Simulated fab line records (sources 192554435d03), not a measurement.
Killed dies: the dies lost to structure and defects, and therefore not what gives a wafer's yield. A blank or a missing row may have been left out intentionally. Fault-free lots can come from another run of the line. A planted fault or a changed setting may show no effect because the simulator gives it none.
Struck lot and sound lot, side by side / flow n5Finfet / 15 out of 1938 route steps
Sound: these wafers, L521.1, L521.3, L521.6. Struck: wafers L533.3, L533.4 (left out: L533.5, a lot-mate that was not struck); the cause follows at the end.
Order at every step that has rows: each side's tool, ch and its chambers, its first start. Under that, the readings that differ: sound wafers / struck wafers / difference of the means / sigmas: that difference in standard deviations of wafers without a fault.
alike: words and numbers the same on both sides, and readings whose means are apart by under 2 such deviations; not compared: readings that were withheld, readings missing a value for some wafer, numbers with overlapping values and no deviation given by the record, and bounds like >300 which may hide the same value.
A row with sigmas, a row that says differs or no value, or rows on one side alone: a step with any of these is where the two part. When numbers do not overlap yet have no deviation, they are printed without sigmas and do not part them. A reading that every wafer of one side lacks parts them only if that side has two wafers or more.

first, 2 steps without rows for these wafers: N5_BEOL_M3_DESCUM_33 (chemistry O2, time 7 s); N5_BEOL_M3_ETCH_77 (etches underlayer in N2/H2, target depth 6.5 nm, time 5.2 s).
N5_BEOL_M3_ETCH_69: etches SiARC in CF4, target depth 15.6 nm, time 26 s.
  sound on rieDiel-03 ch 0,2, day 7 09:43; struck on rieDiel-06 ch 1,2, day 10 03:53
  alike: drypumpMotorCurrentA, etchRfOnTimeS, oesProductAu, rfFwdPowerW, rfVppV, showerheadPlenumPTorr, throttleValvePct
  not compared: rfHoursCounterH
N5_BEOL_M3_ALD_98: deposits SiO2, target thk 2.5 nm, pulse time 1 s, co reactant pulse time 1 s.
  sound on aldSin-03 ch 1,2,3, day 7 09:48; struck on aldSin-02 ch 0,2, day 10 03:58
  alike: heaterPowerOuterW, heaterPowerW, precursorPulseHeightRel, susceptorTempC
N5_BEOL_M3_ETCHBACK_99: etches SiO2 in CHF3, target depth 5 nm, time 10.4 s.
  sound on rieDiel-02 ch 0,1,3, day 7 10:18; struck on rieDiel-06 ch 0,2, day 10 10:46
  alike: drypumpMotorCurrentA, oesProductAu, rfFwdPowerW, rfVppV, showerheadPlenumPTorr, throttleValvePct
  not compared: rfHoursCounterH
then, 5 steps without rows for these wafers: N5_BEOL_M3_ETCH_70 (etches SOC in N2/H2, target depth 80 nm, overetch 16 nm, time 120 s); N5_BEOL_M3_STRIP_71 (strips in N2/H2); N5_BEOL_M3_STRIP_78 (strips in N2/H2); N5_BEOL_M3_VIA_ETCH_34 (etches the open film in C4F6/O2, target depth 69.4 nm, time 65.9 s); N5_BEOL_M3_STRIP_83 (strips in C4F6/O2).
N5_BEOL_M3_STRIP_36: strips in N2/H2.
  sound on rieDiel-02 ch 0,1,3, day 7 10:30; struck on rieDiel-06 ch 0,2, day 10 10:58
  alike: drypumpMotorCurrentA, oesProductAu, rfVppV, showerheadPlenumPTorr, throttleValvePct
  not compared: rfHoursCounterH
then, 1 step without rows for these wafers: N5_BEOL_M3_TRENCH_ETCH_37 (etches SiOC in C4F6/O2, target depth 55.555 nm, time 29.2 s).
N5_BEOL_M3_ETCH_41: etches SiCN in CH3F/O2, target depth 29.9 nm, time 52.5 s.
  sound on rieDiel-02 ch 0,1,3, day 7 10:34; struck on rieDiel-06 ch 0,2, day 10 11:02
reading=model.etch.depthNm (nm); sound=19.25 19.43 19.8; struck=28.75 26.77; difference=+8.27; sigmas=
  alike: drypumpMotorCurrentA, oesProductAu, rfFwdPowerW, rfVppV, showerheadPlenumPTorr, throttleValvePct
  not compared: rfHoursCounterH
N5_BEOL_M3_STRIP_97: strips in N2/H2, time 10 s.
  sound on rieDiel-02 ch 0,1,3; struck on rieDiel-06 ch 0,2
  alike: drypumpMotorCurrentA, oesProductAu, rfVppV, showerheadPlenumPTorr, throttleValvePct
  not compared: rfHoursCounterH
N5_BEOL_M4_RC_MEAS_101:
  sound on prober-01 ch 0, day 8 06:16; struck on prober-01 ch 0, day 11 06:20
reading=VT_N (mV); sound=252 255 257; struck=244 248; difference=-9; sigmas=-2
  alike: DIBL_N, DIBL_P, IOFF_N, IOFF_P, ION_N, ION_P, SS_N, SS_P, VT_P

WHERE THEY PART
Within this record, at N5_BEOL_M4_RC_MEAS_101 only.

WHY: the cause the simulator had injected
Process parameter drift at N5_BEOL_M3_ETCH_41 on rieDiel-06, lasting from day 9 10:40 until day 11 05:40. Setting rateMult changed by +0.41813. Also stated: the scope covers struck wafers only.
